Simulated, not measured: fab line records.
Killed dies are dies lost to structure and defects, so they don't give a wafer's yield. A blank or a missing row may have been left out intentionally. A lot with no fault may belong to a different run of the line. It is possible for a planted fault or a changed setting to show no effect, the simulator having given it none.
2 desks, one fault | flow n5-finfet | every desk sees just its own numbers, and what lay behind them comes last

== FROM THE METROLOGY DESK ==
What the gauges read, lot by lot, whatever tool the lot ran on: means of the sampled wafers that have a number. The brackets show how far a lot's mean lies from the usual mean; more than 4 standard deviations puts the lot out of limits, marked OUT. 7 of its 10 readings are shown, namely those furthest out on some lot.
Columns: A = DIBL_N at N5_BEOL_M4_RC_MEAS_101, usual 36.8 mV/V; B = DIBL_P at N5_BEOL_M4_RC_MEAS_101, usual 37.0 mV/V; C = IOFF_P at N5_BEOL_M4_RC_MEAS_101, usual 0.23 nA/um; D = ION_P at N5_BEOL_M4_RC_MEAS_101, usual 466 uA/um; E = SS_N at N5_BEOL_M4_RC_MEAS_101, usual 71.7 mV/dec; F = SS_P at N5_BEOL_M4_RC_MEAS_101, usual 73.5 mV/dec; G = VT_P at N5_BEOL_M4_RC_MEAS_101, usual -249 mV
lot  | first seen here | A    | B    | C    | D   | E    | F    | G
L451 | day 9 11:20     | 36.4 | 35.5 | 0.22 | 467 | 71.6 | 73.2 | -249
L454 | day 10 14:34    | 39.2 | 38.9 | 0.28 | 475 | 71.7 | 74.3 | -243
L462 | day 12 20:39    | 34.6 | 34.4 | 0.20 | 460 | 70.7 | 72.5 | -251
L466 | day 13 10:43    | 37.7 | 39.8 | 0.26 | 472 | 71.4 | 73.5 | -248
This desk's finding: nothing out of limits on any of the 4 lots.

== THE TOOL OWNER'S DESK: litho-track-04 ==
The tool's own readings at N5_SDB_COAT_05 (resist thk 90 nm): means of the sampled wafers that have a number, for each lot that ran on this tool. The brackets show how far a lot's mean lies from the usual mean; more than 4 standard deviations puts the lot out of limits, marked OUT.
Columns: A = spin-speed-rpm at N5_SDB_COAT_05, usual 1500.1 rpm
lot  | first seen here | A
L451 | day 5 11:58     | 1370.5 (-99 or more) OUT
L454 | day 6 04:25     | 1369.2 (-99 or more) OUT
L466 | day 9 12:12     | 1501.1
This desk's finding: out of limits on L451, L454; first on L451, day 5 11:58 (spin-speed-rpm at N5_SDB_COAT_05). L466 stayed within limits.

== PUT TOGETHER ==
On L451, L454, at day 5 11:58, an alarm was possible from the tool owner's desk.
At the metrology desk, nothing out of limits was observed.
The metrology desk holds a record of L451, L454, inside its limits.
On litho-track-04, each named lot ran N5_SDB_COAT_05.

== WHAT THE SIMULATOR HAD INSERTED ==
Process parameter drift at N5_SDB_COAT_05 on litho-track-04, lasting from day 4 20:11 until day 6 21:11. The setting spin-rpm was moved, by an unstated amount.
Struck lots among those shown: L451, L454.
Delay in hours, fault start to first out-of-limits reading, by desk: the tool owner's desk at 16.
